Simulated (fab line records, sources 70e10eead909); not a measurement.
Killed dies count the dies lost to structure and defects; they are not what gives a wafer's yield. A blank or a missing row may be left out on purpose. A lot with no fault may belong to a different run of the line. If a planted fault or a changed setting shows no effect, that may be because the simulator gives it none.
Which tool is to blame? | flow nand harc | 13 lots with 39 wafers sampled at 5 steps, on a route of 1302 steps

WHAT THE GAUGES SHOWED, per wafer
NHARC_P_BONDPAD_CD_MEAS_13. Usual: 500.8 nm for cd nm, sd 2.4.
lot  | measured     | on        | cd nm (nm)        | flag
L788 | day 7 07:28  | cd sem-01 | 496.2 496.0 500.4 |
L789 | day 7 19:37  | cd sem-01 | 502.6 503.1 502.5 |
L790 | day 8 00:20  | cd sem-03 | 503.8 498.1 502.3 |
L791 | day 8 07:25  | cd sem-02 | 500.5 499.7 498.0 |
L792 | day 8 15:11  | cd sem-01 | 502.8 503.5 500.9 |
L793 | day 9 03:34  | cd sem-03 | 500.7 501.5 497.4 |
L794 | day 9 13:10  | cd sem-03 | 500.8 505.8 502.7 |
L796 | day 10 07:52 | cd sem-03 | 502.1 503.8 502.7 |
L797 | day 11 07:22 | cd sem-01 | 499.8 501.4 501.6 |
L800 | day 12 21:07 | cd sem-03 | 502.7 504.2 503.6 |
L801 | day 12 22:18 | cd sem-02 | 500.3 500.9 501.3 |
L802 | day 13 11:12 | cd sem-03 | 496.7 497.5 497.6 |
L803 | day 13 12:28 | cd sem-02 | 503.9 501.1 502.9 |

NHARC_END_SORT_01. Usual: for defect limited yield, 90.6 % with a standard deviation of 2.8; for killed at array, 58 with a standard deviation of 20; for killed at other, 0.8 with a standard deviation of 1; for killed at periphery, 4.6 with a standard deviation of 2.8; for killed dies, 63 with a standard deviation of 19; for killed open, 3.4 with a standard deviation of 2; for killed short, 2.4 with a standard deviation of 1.8.
lot  | measured     | on        | defect limited yield (%) | killed at array | killed at other | killed at periphery | killed dies | killed open | killed short | flag
L788 | day 25 05:03 | prober-02 | 88.3 88.8 88.3           | 74 68 76        | 1 0 0           | 4 8 3               | 79 76 79    | 2 5 1       | 3 2 1        |
L790 | day 25 12:03 | prober-01 | 90.5 92.2 87.6           | 62 47 81        | 0 2 1           | 2 4 2               | 64 53 84    | 2 9 4       | 1 6 4        |
L797 | day 29 14:43 | prober-01 | 93.6 93.1 92.5           | 39 42 42        | 0 0 2           | 4 5 7               | 43 47 51    | 6 4 4       | 1 4 3        |
L801 | day 31 06:33 | prober-02 | 94.5 93.8 95.0           | 33 36 26        | 1 2 2           | 3 4 6               | 37 42 34    | 2 5 4       | 2 3 2        |
L802 | day 30 21:44 | prober-01 | 83.5 83.8 85.7           | 108 105 91      | 1 2 0           | 3 3 6               | 112 110 97  | 4 3 7       | 2 1 2        |
L803 | day 31 06:34 | prober-01 | 89.8 92.8 93.8           | 67 46 40        | 1 0 1           | 1 3 1               | 69 49 42    | 3 4 0       | 4 0 0        |

EACH LOT AND THE TOOL THAT RAN IT (in order: tool; ch and the chambers of the sampled wafers; start)
lot  | NHARC_P_M2_PRE_CLEAN_32         | NHARC_P_BONDPAD_CMP_32        | NHARC_P_BONDPAD_ETCH_24
L788 | pecvd-04 ch 0,1, day 7 05:10    | cmp-03 ch 0,2,3, day 7 06:14  | rie diel-07 ch 0,2,3, day 7 07:41
L789 | pecvd-01 ch 1,2, day 7 17:15    | cmp-04 ch 2,3, day 7 18:16    | rie diel-07 ch 0,3, day 7 19:50
L790 | pecvd-04 ch 0,2, day 7 22:14    | cmp-04 ch 2,3, day 7 23:07    | rie diel-10 ch 0,1,3, day 8 00:35
L791 | pecvd-04 ch 1,2, day 8 05:12    | cmp-02 ch 0,1, day 8 06:04    | rie diel-10 ch 1,2,3, day 8 07:38
L792 | pecvd-01 ch 1,2, day 8 13:04    | cmp-02 ch 0,1, day 8 14:00    | rie diel-13 ch 2,3, day 8 15:25
L793 | pecvd-04 ch 0,1,2, day 9 01:29  | cmp-03 ch 0,1,2, day 9 02:25  | rie diel-13 ch 0,1,2, day 9 03:48
L794 | pecvd-04 ch 1,2, day 9 11:04    | cmp-03 ch 2,3, day 9 11:56    | rie diel-10 ch 0,2,3, day 9 13:24
L796 | pecvd-03 ch 1,2, day 10 05:35   | cmp-04 ch 1,2, day 10 06:30   | rie diel-13 ch 0,3, day 10 08:05
L797 | pecvd-01 ch 1,2, day 11 05:05   | cmp-03 ch 1,2,3, day 11 06:00 | rie diel-07 ch 0,1, day 11 07:38
L800 | pecvd-04 ch 1,2, day 12 19:01   | cmp-03 ch 1,2, day 12 19:56   | rie diel-07 ch 0,1,2, day 12 21:23
L801 | pecvd-04 ch 0,1,2, day 12 20:02 | cmp-04 ch 0,1,3, day 12 20:56 | rie diel-10 ch 0,1,3, day 12 22:32
L802 | pecvd-03 ch 0,1, day 13 08:58   | cmp-02 ch 0,2,3, day 13 09:53 | rie diel-10 ch 0,2,3, day 13 11:26
L803 | pecvd-01 ch 0,2, day 13 10:13   | cmp-03 ch 0,2,3, day 13 11:07 | rie diel-10 ch 0,1,2, day 13 12:41
- NHARC_P_M2_PRE_CLEAN_32: time 12 s.
- NHARC_P_BONDPAD_CMP_32: polishes SiCN, target thk 200 nm.
- NHARC_P_BONDPAD_ETCH_24: etches the open film in CF4/N2, target depth 30 nm, time 72.99 s.

WHAT THE TOOLS THEMSELVES READ (means of the sampled wafers that have a number; where no wafer has one, the mark that the record gives instead)
NHARC_P_M2_PRE_CLEAN_32. Usual: heater power outer w 376 W, standard deviation 62; heater power w 661 W, standard deviation 82.
lot  | tool     | heater power outer w (W) | heater power w (W) | flag
L788 | pecvd-04 | 337                      | 605                |
L789 | pecvd-01 | 378                      | 674                |
L790 | pecvd-04 | 433                      | 748                |
L791 | pecvd-04 | 425                      | 727                |
L792 | pecvd-01 | 398                      | 699                |
L793 | pecvd-04 | 382                      | 671                |
L794 | pecvd-04 | 453                      | 760                |
L796 | pecvd-03 | 348                      | 602                |
L797 | pecvd-01 | 375                      | 665                |
L800 | pecvd-04 | 440                      | 757                |
L801 | pecvd-04 | 397                      | 705                |
L802 | pecvd-03 | 306                      | 561                |
L803 | pecvd-01 | 385                      | 712                |

NHARC_P_BONDPAD_CMP_32. Usual: 11.9 A for motor current A, sd 1.2.
lot  | tool   | motor current A (A) | flag
L788 | cmp-03 | 11.1                |
L789 | cmp-04 | 11.7                |
L790 | cmp-04 | 12.8                |
L791 | cmp-02 | 12.7                |
L792 | cmp-02 | 12.4                |
L793 | cmp-03 | 12.1                |
L794 | cmp-03 | 11.4                |
L796 | cmp-04 | 12.4                |
L797 | cmp-03 | 11.8                |
L800 | cmp-03 | 11.9                |
L801 | cmp-04 | 11.2                |
L802 | cmp-02 | 12.5                |
L803 | cmp-03 | 11.4                |

NHARC_P_BONDPAD_ETCH_24. Usual: drypump motor current A 5.9 A, standard deviation 0.61; oes product au 1.001 a.u., standard deviation 0.011; rf vpp V 314.8 V, standard deviation 1.5; showerhead plenum p Torr 2.67 Torr, standard deviation 0.07; throttle valve pct 19.792 %, standard deviation 0.0092.
lot  | tool        | drypump motor current A (A) | oes product au (a.u.) | rf vpp V (V) | showerhead plenum p Torr (Torr) | throttle valve pct (%) | flag
L788 | rie diel-07 | 5.4                         | 1.002                 | 314.6        | 2.66                            | 19.799                 |
L789 | rie diel-07 | 5.0                         | 1.017                 | 314.0        | 2.64                            | 19.795                 |
L790 | rie diel-10 | 5.9                         | 0.995                 | 314.0        | 2.64                            | 19.784                 |
L791 | rie diel-10 | 6.1                         | 0.993                 | 314.8        | 2.70                            | 19.799                 |
L792 | rie diel-13 | 5.7                         | 1.008                 | 314.8        | 2.70                            | 19.794                 |
L793 | rie diel-13 | 5.8                         | 1.000                 | 314.4        | 2.69                            | 19.791                 |
L794 | rie diel-10 | 6.0                         | 0.991                 | 315.4        | 2.67                            | 19.792                 |
L796 | rie diel-13 | 6.2                         | 1.005                 | 315.4        | 2.68                            | 19.795                 |
L797 | rie diel-07 | 6.0                         | 1.019                 | 313.9        | 2.60                            | 19.791                 |
L800 | rie diel-07 | 5.9                         | 1.007                 | 314.7        | 2.62                            | 19.783                 |
L801 | rie diel-10 | 5.9                         | 0.993                 | 313.7        | 2.64                            | 19.791                 |
L802 | rie diel-10 | 5.9                         | 0.997                 | 314.6        | 2.66                            | 19.792                 |
L803 | rie diel-10 | 6.4                         | 0.992                 | 316.4        | 2.72                            | 19.793                 |

THE ANSWER, worked out from the rows above alone
Rule: a lot counts as off when the mean over its wafers that have a number is more than 3 standard deviations away from the usual mean. A lot without any number at a reading at which 4 lots or more have one is off too. All remaining lots with rows at the step are treated as sound. The gauges are gone through in route order, then the tools' own readings, and for those a lot's mean is taken as printed above. At the first step where some lot is off, the reading lying furthest off is the one used; lots without a number count as furthest.
Across all readings shown, no lot is off: no conclusion can be drawn from this.

WHAT WAS PUT IN BY THE SIMULATOR
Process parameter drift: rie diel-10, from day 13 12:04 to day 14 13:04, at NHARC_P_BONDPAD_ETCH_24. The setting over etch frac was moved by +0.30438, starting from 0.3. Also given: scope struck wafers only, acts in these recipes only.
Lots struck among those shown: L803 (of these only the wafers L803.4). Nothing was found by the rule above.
